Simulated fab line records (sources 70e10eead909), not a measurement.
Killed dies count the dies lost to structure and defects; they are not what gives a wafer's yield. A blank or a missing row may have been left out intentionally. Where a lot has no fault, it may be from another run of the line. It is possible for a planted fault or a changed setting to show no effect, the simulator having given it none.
Chamber matching + flow nand-harc + NHARC_P_GATE_ALD_36 on ald-sin-03: 4 sister chambers
The step deposits SiNx, target thk 20 nm, pulse time 60 s, ald cycles 223. 7 wafers are shown with their chamber, then 8 later ones without.

== WAFERS PAIRED WITH THEIR CHAMBERS ==
| wafer  | chamber | heater-power-w (W) | precursor-pulse-height-rel |
|--------|---------|--------------------|----------------------------|
| L078.2 | 0       | 999                | 0.962                      |
| L081.3 | 1       | 940                | 1.041                      |
| L084.3 | 2       | 760                | 0.994                      |
| L087.2 | 3       | 853                | 1.008                      |
| L087.6 | 2       | 774                | 1.003                      |
| L087.5 | 3       | 844                | 0.969                      |
| L089.4 | 1       | 889                | 0.985                      |

== WAFERS WITHOUT THEIR CHAMBER ==
| wafer  | heater-power-w (W) | precursor-pulse-height-rel |
|--------|--------------------|----------------------------|
| L089.6 | 778                | 1.001                      |
| L089.5 | 838                | 0.980                      |
| L092.3 | 857                | 1.013                      |
| L092.5 | 960                | 1.022                      |
| L092.6 | 894                | 0.986                      |
| L095.3 | 882                | 1.017                      |
| L095.6 | 838                | 0.975                      |
| L095.5 | 945                | 1.042                      |

== EACH ONE'S CHAMBER ==
| wafer  | from the rows above     | in truth                   |
|--------|-------------------------|----------------------------|
| L089.6 | 2                       | 2                          |
| L089.5 | 3                       | 3                          |
| L092.3 | can't be placed: 3 or 1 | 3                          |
| L092.5 | can't be placed: 1 or 0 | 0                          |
| L092.6 | can't be placed: 1 or 3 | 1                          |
| L095.3 | can't be placed: 1 or 3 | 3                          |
| L095.6 | 3                       | 3                          |
| L095.5 | 1                       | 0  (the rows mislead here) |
Placed correctly: 3 of 8. From these rows, 4 cannot be placed; in 4 the true chamber is one of the candidates. Wrongly placed: 1.
How it was worked out, from the rows above alone: a wafer's distance from a chamber is the root of the sum, over the readings, of the square of ((its reading less the chamber's mean) divided by the reading's scatter). If the next closest chamber is less than 2 further off than the closest, the wafer can't be placed; otherwise it belongs to the closest. A chamber's mean is the mean of its shown wafers. The scatter: take each reading less its chamber's mean, square it, sum over the shown wafers, divide by the number of wafers less the number of chambers, and take the root.
